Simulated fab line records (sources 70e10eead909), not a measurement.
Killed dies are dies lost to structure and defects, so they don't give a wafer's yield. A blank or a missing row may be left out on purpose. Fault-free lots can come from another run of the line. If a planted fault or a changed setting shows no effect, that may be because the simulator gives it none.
The tool behind it: which one? | flow nand harc | 11 lots, 33 wafers sampled, at 3 steps of a route of 1302

WHAT THE GAUGES SHOWED, per wafer
NHARC_P_M1_CD_MEAS_09: the cd target is 130 nm.
lot  | measured     | on        | cd nm (nm)
L410 | day 7 17:20  | cd sem-02 | 129.7 130.6 130.5
L411 | day 8 03:56  | cd sem-01 | 129.4 129.2 129.6
L412 | day 8 10:36  | cd sem-03 | 128.8 129.8 129.8
L413 | day 8 18:17  | cd sem-01 | 131.3 130.5 129.3
L423 | day 13 01:40 | cd sem-03 | 132.1 132.2 133.0
L425 | day 13 16:23 | cd sem-03 | 132.8 131.6 132.4
L426 | day 14 01:04 | cd sem-03 | 129.8 129.6 130.5
L427 | day 14 20:00 | cd sem-01 | 129.9 129.8 130.4
L428 | day 15 00:22 | cd sem-02 | 130.6 129.7 129.6
L429 | day 15 05:19 | cd sem-02 | 129.2 129.5 129.5
L430 | day 15 19:59 | cd sem-03 | 129.6 128.4 129.1

EACH LOT AND THE TOOL THAT RAN IT (in order: tool; ch and the chambers of the sampled wafers; start)
lot  | NHARC_P_M0_ANNEAL_30             | NHARC_P_M1_PEB_07
L410 | rtp anneal-02 ch 0, day 7 15:10  | litho track-06 ch 0, day 7 17:14
L411 | rtp anneal-02 ch 0, day 8 01:43  | litho track-01 ch 0, day 8 03:52
L412 | rtp anneal-02 ch 0, day 8 08:31  | litho track-01 ch 0, day 8 10:31
L413 | rtp anneal-02 ch 0, day 8 16:05  | litho track-06 ch 0, day 8 18:13
L423 | rtp anneal-01 ch 0, day 12 23:41 | litho track-01 ch 0, day 13 01:34
L425 | rtp anneal-02 ch 0, day 13 14:10 | litho track-01 ch 0, day 13 16:18
L426 | rtp anneal-01 ch 0, day 13 22:52 | litho track-04 ch 0, day 14 00:59
L427 | rtp anneal-01 ch 0, day 14 17:49 | litho track-06 ch 0, day 14 19:55
L428 | rtp anneal-02 ch 0, day 14 22:17 | litho track-06 ch 0, day 15 00:17
L429 | rtp anneal-01 ch 0, day 15 03:16 | litho track-04 ch 0, day 15 05:14
L430 | rtp anneal-02 ch 0, day 15 17:47 | litho track-04 ch 0, day 15 19:55
- NHARC_P_M0_ANNEAL_30: time 90 s.
- NHARC_P_M1_PEB_07: peb time 65 s.

THE ANSWER, worked out from the rows above alone
Rule: what is usual is taken from the lots themselves. Put in order of their means at a reading, lots are off if they are a third of the lots or fewer, leave a main group of 4 or more, and stand apart from it by a gap of 3 or more times the standard deviation of the main group's means; of several such gaps the widest counts. The tables above print the reading to a certain number of digits; a main group whose means all agree to those digits is not used. A lot without any number at a reading at which 4 lots or more have one is off too. The other lots that the step has rows for count as sound.
Off at NHARC_P_M1_CD_MEAS_09 (cd nm): L423, L425. Main group: mean 129.8 nm, sd 0.43.
A tool fits if, at a process step before that reading, it ran every lot that is off, and no sound lot after the first of them. The gauges at NHARC_P_M1_CD_MEAS_09 are tried like those tools. One fits: litho track-01 at NHARC_P_M1_PEB_07. Its last sound lot is L412 (day 8 10:31), its first lot that is off L423 (day 13 01:34): a fault that began between those two fits.

WHAT WAS PUT IN BY THE SIMULATOR
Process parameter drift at NHARC_P_M1_PEB_07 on litho track-01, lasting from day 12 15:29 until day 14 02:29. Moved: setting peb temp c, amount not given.
Lots struck among those shown: L423, L425. The same result came from the rule above.
